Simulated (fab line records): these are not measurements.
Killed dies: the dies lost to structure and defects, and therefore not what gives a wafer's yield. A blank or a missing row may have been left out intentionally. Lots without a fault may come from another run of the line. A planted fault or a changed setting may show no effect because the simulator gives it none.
Matching of chambers | flow nand_harc | 4 sister chambers for NHARC_A_STAIRCASE_DESCUM_186 on rie_diel-04
The step chemistry O2, time 3 s. 8 wafers are shown with their chamber, then 7 later ones without.

## WAFERS, EACH WITH ITS CHAMBER
wafer  | chamber | showerhead_plenum_p_Torr (Torr) | rf_vpp_V (V)
L075.4 | 3       | 1.83                            | 57.8
L082.2 | 0       | 1.96                            | 57.1
L082.6 | 1       | 1.90                            | 58.0
L081.1 | 2       | 1.90                            | 57.5
L081.4 | 0       | 1.96                            | 58.4
L081.6 | 1       | 1.90                            | 58.4
L091.2 | 2       | 1.89                            | 58.2
L091.4 | 3       | 1.82                            | 56.1

## WAFERS WITH NO CHAMBER GIVEN
wafer  | showerhead_plenum_p_Torr (Torr) | rf_vpp_V (V)
L091.6 | 1.89                            | 57.2
L093.2 | 1.89                            | 58.4
L093.3 | 1.82                            | 57.4
L093.4 | 1.95                            | 57.7
L095.2 | 1.82                            | 57.9
L095.5 | 1.89                            | 58.1
L095.6 | 1.89                            | 59.0

## WHICH CHAMBER EACH ONE RAN IN
wafer  | from the rows above     | in truth
L091.6 | can't be placed: 2 or 1 | 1
L093.2 | can't be placed: 2 or 1 | 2
L093.3 | 3                       | 3
L093.4 | 0                       | 0
L095.2 | 3                       | 3
L095.5 | can't be placed: 2 or 1 | 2
L095.6 | can't be placed: 2 or 1 | 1
Correct placement for 3 of the 7. From these rows, 4 cannot be placed; in 4 the true chamber is one of the candidates. Placed wrongly: 0.
How it was worked out, from the rows above alone: a wafer's distance from a chamber is the root of the sum, over the readings, of the square of ((its reading less the chamber's mean) divided by the reading's scatter). If the next closest chamber is less than 2 further off than the closest, the wafer can't be placed; otherwise it belongs to the closest. Each chamber's mean is taken over the wafers shown for it. The scatter: the root of (the sum of the squares of (reading less its chamber's mean) over the shown wafers, divided by (wafers less chambers)).
